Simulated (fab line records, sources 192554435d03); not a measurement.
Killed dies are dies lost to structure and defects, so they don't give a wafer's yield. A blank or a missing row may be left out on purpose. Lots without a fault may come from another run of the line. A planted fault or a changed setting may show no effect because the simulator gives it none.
A struck lot beside a sound one | flow n5_finfet | 40 steps out of a route of 1938
Sound: wafers L954.1, L954.2, L954.4. Struck: wafers L947.1, L947.5, L947.6. The cause comes at the end.
At each step with rows: each side's tool, then ch and its chambers, then its first start. Under that, the readings that differ: sound wafers | struck wafers | difference of the means | sigmas: that difference in standard deviations of wafers without a fault.
alike: readings whose means differ by less than 2 such deviations, and words and numbers that are the same on both sides. not compared: withheld readings, readings that some wafer has no value for, bounds like >300 that may hide the same value, and numbers for which the record gives no deviation and whose values overlap.
The two part at a step that has a row with sigmas, a row that says differs or no value, or rows on one side only. Numbers that don't overlap but have no deviation are shown without sigmas and don't part them. A reading that every wafer of one side lacks parts them only if that side has two wafers or more.

first, 11 steps without rows for these wafers: N5_STI_FIN_REVEAL_ALD_14 (deposits Si3N4, target thk 3 nm); N5_STI_FIN_REVEAL_FCVD_FILL_01 (material SiO2 flowable, target thk 312 nm, time 512.2 s); N5_STI_FIN_REVEAL_DENSIFY_02 (time 1800 s); N5_STI_FIN_REVEAL_CMP_04 (polishes, stops on Si3N4, t overpolish 4 s, target thk 131.83 nm); N5_STI_FIN_REVEAL_DENSIFY_30; N5_STI_FIN_REVEAL_ETCHBACK_08 (etches SiO2 in C4F6/O2, target depth 30.5 nm, time 10.167 s); N5_STI_FIN_REVEAL_STRIP_24 (strips in N2/H2, time 90 s); N5_STI_FIN_REVEAL_PRECLEAN_25 (cleans in SPM, time 90 s); N5_STI_FIN_REVEAL_PRECLEAN_26 (cleans in SC1, time 45 s); N5_STI_FIN_REVEAL_PRECLEAN_29 (cleans in DHF, time 30 s); N5_STI_FIN_REVEAL_SRD_12 (time 30 s).
N5_STI_FIN_REVEAL_RECESS_09: chemistry HF/NH3, target SiO2, afs cycles 11, target depth 42.5 nm, sublimation time 60 s.
  sound on vapor_etch-02 ch 0,1, day 8 03:38; struck on vapor_etch-01 ch 0,1, day 6 11:22
  reading    | sound             | struck            | difference | sigmas
  temp_c (C) | 30.09 29.90 29.83 | 31.76 31.77 31.69 | +1.80      | +16
  alike: drypump_motor_current_A
then, 10 steps without rows for these wafers: N5_STI_FIN_REVEAL_STRIP_16 (strips SiNx in H3PO4, target depth 23.8 nm); N5_STI_FIN_REVEAL_PRECLEAN_17 (cleans in NF3:NH3, afs cycles 1, time 20 s, sublimation time 60 s); N5_STI_FIN_REVEAL_ETCH_34 (etches Si in H2, material Si, target depth 0.97 nm); N5_STI_FIN_REVEAL_OXIDATION_31 (chemistry O2 PLASMA REMOTE, time 20 s); N5_STI_FIN_REVEAL_PRECLEAN_32 (cleans in NF3:NH3, afs cycles 1, time 20 s, sublimation time 60 s); N5_STI_FIN_REVEAL_STRIP_35 (strips Si3N4 in H3PO4, target depth 4 nm, time 39 s); N5_STI_FIN_REVEAL_SRD_21 (time 30 s); N5_STI_FIN_REVEAL_OXIDATION_33 (chemistry O2 PLASMA REMOTE, time 20 s); N5_STI_FIN_REVEAL_CLEAN_19 (cleans in O3/DIW, time 120 s); N5_STI_FIN_REVEAL_SRD_23 (time 30 s).
N5_STI_FIN_REVEAL_FIN_H_MEAS_10:
  sound on ocd-01, day 8 06:28; struck on ocd-01, day 6 14:05
  alike: trench_depth_nm
then, 15 steps without rows for these wafers: N5_STI_FIN_REVEAL_PRECLEAN_18 (cleans in SC2, time 45 s); N5_STI_FIN_REVEAL_SRD_28 (time 30 s); N5_DUMMY_GATE_PRECLEAN_00 (cleans in O3/DIW, time 60 s); N5_DUMMY_GATE_SRD_01 (time 30 s); N5_DUMMY_GATE_ALD_02 (deposits SiO2, target thk 2 nm, pulse time 1 s); N5_DUMMY_GATE_CVD_03 (deposits a-Si from SiH4, target thk 150 nm, time 8042 s); N5_DUMMY_GATE_PRECLEAN_46 (cleans in DIW, time 89.5 s); N5_DUMMY_GATE_SRD_47 (dry time 32 s); N5_DUMMY_GATE_CMP_04 (polishes a-Si); N5_DUMMY_GATE_HM_DEP_06 (deposits SiNx from DCS/NH3, target thk 80 nm, time 5141 s); N5_DUMMY_GATE_PECVD_30 (deposits SiO2 from TEOS/O2, target thk 55 nm, time 10.8 s); N5_DUMMY_GATE_COAT_34 (time 60 s, resist thk 60 nm); N5_DUMMY_GATE_COAT_35 (time 60 s, resist thk 10 nm); N5_DUMMY_GATE_COAT_28 (time 60 s, resist thk 10 nm); N5_DUMMY_GATE_COAT_09 (resist thk 30 nm).
-- the record jumps here: 6 days lie between the struck wafers' starts before and after (it left off in module DUMMY_GATE and takes up again in module BEOL_M4, whose first step shown is number 1111 of the route) --
N5_BEOL_M4_RC_MEAS_101:
  sound on prober-01 ch 0, day 13 21:28; struck on prober-01 ch 0, day 12 04:27
  reading       | sound       | struck      | difference | sigmas
  ION_N (uA/um) | 685 674 668 | 638 652 652 | -28        | -3
  ION_P (uA/um) | 471 461 462 | 438 449 444 | -21        | -3
  alike: DIBL_N, DIBL_P, IOFF_N, IOFF_P, SS_N, SS_P, VT_N, VT_P
-- the record jumps here: 5 days lie between the struck wafers' starts before and after (it left off in module BEOL_M4 and takes up again in module PASSIVATION, whose first step shown is number 1936 of the route) --
N5_PASSIVATION_PROBE_49:
  sound on prober-01, day 18 19:17; struck on prober-01, day 16 19:49
  reading              | sound | struck      | difference | sigmas
  sort_bin_8_speed (%) | 0 0 0 | 1.78 0 0.08 | +0.62      | +63
  alike: defect_limited_yield, killed_at_M0_to_M3, killed_at_M4_up, killed_at_contacts, killed_at_front_end, killed_at_other, killed_dies, killed_on_rim, killed_open, killed_short, sort_bin_5_function, sort_bin_6_memory, sort_n_pass, sort_yield_pct

WHERE THEY PART
First at N5_STI_FIN_REVEAL_RECESS_09; last, within this record, at N5_PASSIVATION_PROBE_49.

WHY: what the simulator had put in
Process parameter drift: vapor_etch-01, from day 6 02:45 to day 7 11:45, at N5_STI_FIN_REVEAL_RECESS_09. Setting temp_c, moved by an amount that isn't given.
